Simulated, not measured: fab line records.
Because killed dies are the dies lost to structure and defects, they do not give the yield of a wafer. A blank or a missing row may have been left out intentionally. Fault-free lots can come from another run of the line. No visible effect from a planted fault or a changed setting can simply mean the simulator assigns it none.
Struck lot and sound lot, side by side	flow n5 finfet	15 out of 1938 route steps
Sound: the wafers L113.1, L113.2, L113.4. Wafers L130.2, L130.4, L130.6 were the ones struck. The cause comes at the end.
At each step with rows: each side's tool, then ch and its chambers, then its first start. Under that, the readings that differ: sound wafers	struck wafers	difference of the means	sigmas: that difference in standard deviations of wafers without a fault.
alike: same words and numbers on both sides, and readings whose means sit less than 2 such deviations apart. not compared: any withheld reading, any reading some wafer has no value for, any bound like >300 that may hide the same value, and any number with overlapping values for which the record gives no deviation.
A row with sigmas, a row that says differs or no value, or rows on one side alone: a step with any of these is where the two part. When numbers do not overlap yet have no deviation, they are printed without sigmas and do not part them. A reading missing from all wafers of one side parts the sides only when that side holds two or more wafers.

first, 8 steps without rows for these wafers: N5_BEOL_M15_COAT_60 (time 60 s, resist thk 89 nm); N5_BEOL_M15_COAT_22 (resist thk 800 nm); N5_BEOL_M15_EBR_24; N5_BEOL_M15_SOFTBAKE_23 (time 60 s); N5_BEOL_M15_EXPOSE_25 (exposes mask M15, target cd 400 nm); N5_BEOL_M15_PEB_26 (peb time 90 s); N5_BEOL_M15_DEVELOP_27 (develop time 45 s); N5_BEOL_M15_HARDBAKE_32 (time 120 s).
N5_BEOL_M15_CD_MEAS_28: target cd 407.6 nm.
  sound on cd sem-01 ch 0, day 11 17:46; struck on cd sem-02 ch 0, day 16 23:46
reading	sound	struck	difference	sigmas
cd nm (nm)	414.7 410.4 410.3	404.8 406.1 406.2	-6.1	-3
N5_BEOL_M15_OVL_MEAS_29:
  sound on overlay-01 ch 0, day 11 17:48; struck on overlay-02 ch 0, day 16 23:48
  alike: M15_OVL
N5_BEOL_M15_INSPECT_30: inspects for defects (macro).
  sound on defect inspect-01 at day 11 17:49; struck on defect inspect-02 at day 16 23:50
  alike: raw defect count
N5_BEOL_M15_DESCUM_33: chemistry O2, time 7.9 s.
  sound on rie diel-03 ch 0,2,3, day 11 17:51; struck on rie diel-03 ch 0,1,2, day 17 00:29
  alike: drypump motor current A, oes product au, rf fwd power W, rf vpp V, showerhead plenum p Torr, throttle valve pct
  not compared: rf hours counter h
N5_BEOL_M15_ETCH_61: etches BARC in N2/H2, target depth 89 nm, overetch 26.7 nm, time 67.9 s.
  sound on rie diel-03 ch 0,2,3, day 11 17:53; struck on rie diel-03 ch 0,1,2, day 17 00:31
reading	sound	struck	difference	sigmas
bias w (W)	149.5 150.1 149.9	126.6 127.8 127.4	-22.6	-48
rf vpp V (V)	522.8 521.7 527.3	474.9 471.5 475.9	-49.8	-18
  alike: drypump motor current A, oes product au, rf fwd power W, showerhead plenum p Torr, throttle valve pct
  not compared: rf hours counter h
N5_BEOL_M15_TRENCH_ETCH_34: etches SiO2 in C4F8/O2/Ar, target depth 872.93 nm, time 199 s.
  sound on rie diel-03 ch 0,2,3, day 11 17:56; struck on rie diel-03 ch 0,1,2, day 17 00:35
  alike: bias w, drypump motor current A, oes_ar_750_au, oes product au, rf fwd power W, rf vpp V, showerhead plenum p Torr, throttle valve pct
  not compared: rf hours counter h
N5_PASSIVATION_PROBE_49:
  only the struck wafers here have rows in the record (prober-02, day 17 21:32); the sound ones have none

== WHERE THEY PART ==
First at N5_BEOL_M15_CD_MEAS_28; last, within this record, at N5_PASSIVATION_PROBE_49.

WHY: whatever the simulator had introduced
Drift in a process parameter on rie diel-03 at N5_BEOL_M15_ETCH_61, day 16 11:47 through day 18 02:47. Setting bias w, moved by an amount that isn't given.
